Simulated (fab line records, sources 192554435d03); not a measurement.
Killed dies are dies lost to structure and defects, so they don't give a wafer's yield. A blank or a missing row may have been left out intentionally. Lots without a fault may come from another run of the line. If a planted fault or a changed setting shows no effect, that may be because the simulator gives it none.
Comparing a struck lot with a sound one :: flow n5-finfet :: 16 steps out of a route of 1938
Sound: wafers L695.2, L695.3, L695.5. Wafers L703.2, L703.3, L703.4 were the ones struck. Last of all comes the cause.
For every step that has rows: the tool of each side, followed by ch and its chambers, followed by its first start. Under that, the readings that differ: sound wafers :: struck wafers :: difference of the means :: sigmas: that difference in standard deviations of wafers without a fault.
alike: a reading whose means differ by less than 2 such deviations, as well as words and numbers matching on both sides. not compared: withheld readings; readings where some wafer has no value; bounds like >300 that might hide an equal value; numbers whose values overlap and for which the record gives no deviation.
A row with sigmas, a row that says differs or no value, or rows on one side alone: a step with any of these is where the two part. Numbers that have no deviation but don't overlap get no sigmas and don't part them. Lack of a reading on every wafer of one side parts them only where that side has two or more wafers.

N5_BEOL_M0_SAQP_HM_DEP_02: deposits TiN, target thk 12 nm.
  sound on pvd-sputter-03, day 6 19:32; struck on pvd-sputter-02, day 8 16:31
  alike: chamber-pressure-pa, susceptor-temp-C, throttle-valve-pct
then, 1 step without rows for these wafers: N5_BEOL_M0_SAQP_PECVD_03 (deposits SiCN from 3MS/NH3, target thk 12 nm, time 21.1 s).
N5_BEOL_M0_SAQP_PECVD_96: deposits a-Si from SiH4/He, target thk 45 nm, time 45.2 s.
  sound on pecvd-03 ch 0,1, day 6 19:41; struck on pecvd-01 ch 0,1, day 8 16:40
  alike: heater-power-w, showerhead-plenum-p-Torr, showerhead-vpp-V, susceptor-temp-C, throttle-valve-pct
N5_BEOL_M0_SAQP_PECVD_97: deposits SiNx from SiH4/NH3/N2, target thk 23 nm, time 19.9 s.
  sound on pecvd-03 ch 0,1, day 6 19:44; struck on pecvd-01 ch 0,1, day 8 16:43
  alike: heater-power-w, showerhead-plenum-p-Torr, showerhead-vpp-V, susceptor-temp-C, throttle-valve-pct
N5_BEOL_M0_SAQP_PECVD_04: deposits a-Si from SiH4/He, target thk 60 nm, time 60.2 s.
  sound on pecvd-03 ch 0,1, day 6 19:47; struck on pecvd-01 ch 0,1, day 8 16:44
  alike: heater-power-w, showerhead-plenum-p-Torr, showerhead-vpp-V, susceptor-temp-C, throttle-valve-pct
N5_BEOL_M0_SAQP_THK_MEAS_05:
  sound on film-metro-01, day 6 19:52; struck on film-metro-02, day 8 16:50
  alike: thk-nm
N5_BEOL_M0_SAQP_HM_DEP_111: deposits SiO2 from SiH4/N2O, target thk 12 nm, time 7.2 s.
  sound on pecvd-01 ch 0,1,2, day 6 19:55; struck on pecvd-03 ch 0,2, day 8 16:53
  alike: heater-power-w, showerhead-plenum-p-Torr, showerhead-vpp-V, susceptor-temp-C
then, 5 steps without rows for these wafers: N5_BEOL_M0_SAQP_COAT_81 (time 60 s, resist thk 100 nm); N5_BEOL_M0_SAQP_COAT_82 (time 60 s, resist thk 30 nm); N5_BEOL_M0_SAQP_COAT_08 (resist thk 90 nm); N5_BEOL_M0_SAQP_EBR_10; N5_BEOL_M0_SAQP_SOFTBAKE_09 (time 60 s).
N5_BEOL_M0_SAQP_EXPOSE_11: exposes mask M0 CORE, target cd 42 nm.
  sound on arfi-scanner-01 ch 0, day 6 20:07; struck on arfi-scanner-03 ch 0, day 8 17:05
reading: exposure-dose-mJ-cm2
sound: 54.96 54.90 54.93
struck: 54.06 54.03 54.08
difference: -0.87
sigmas: -4
  alike: mask
then, 1 step without rows for these wafers: N5_BEOL_M0_SAQP_PEB_12 (peb time 60 s).
-- record jumps: 4 days separate the struck wafers' starts on either side; left off in module BEOL_M0_SAQP, taken up again in module BEOL_M4, whose first shown step is the route's number 1111 --
N5_BEOL_M4_RC_MEAS_101:
  sound on prober-02 ch 0, day 9 17:34; struck on prober-01 ch 0, day 13 01:38
  alike: DIBL_N, DIBL_P, IOFF_N, IOFF_P, ION_N, ION_P, SS_N, SS_P, VT_N, VT_P
N5_PASSIVATION_PROBE_49:
  the record has rows for the sound wafers here (prober-02, day 15 03:55) and none for the struck ones

WHERE THEY PART
At N5_BEOL_M0_SAQP_EXPOSE_11 first; at N5_PASSIVATION_PROBE_49 last (within this record only).

WHY: what had been put in by the simulator
Process parameters drifting: arfi-scanner-03 at N5_BEOL_M0_SAQP_EXPOSE_11, beginning at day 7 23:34. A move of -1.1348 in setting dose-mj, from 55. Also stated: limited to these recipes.
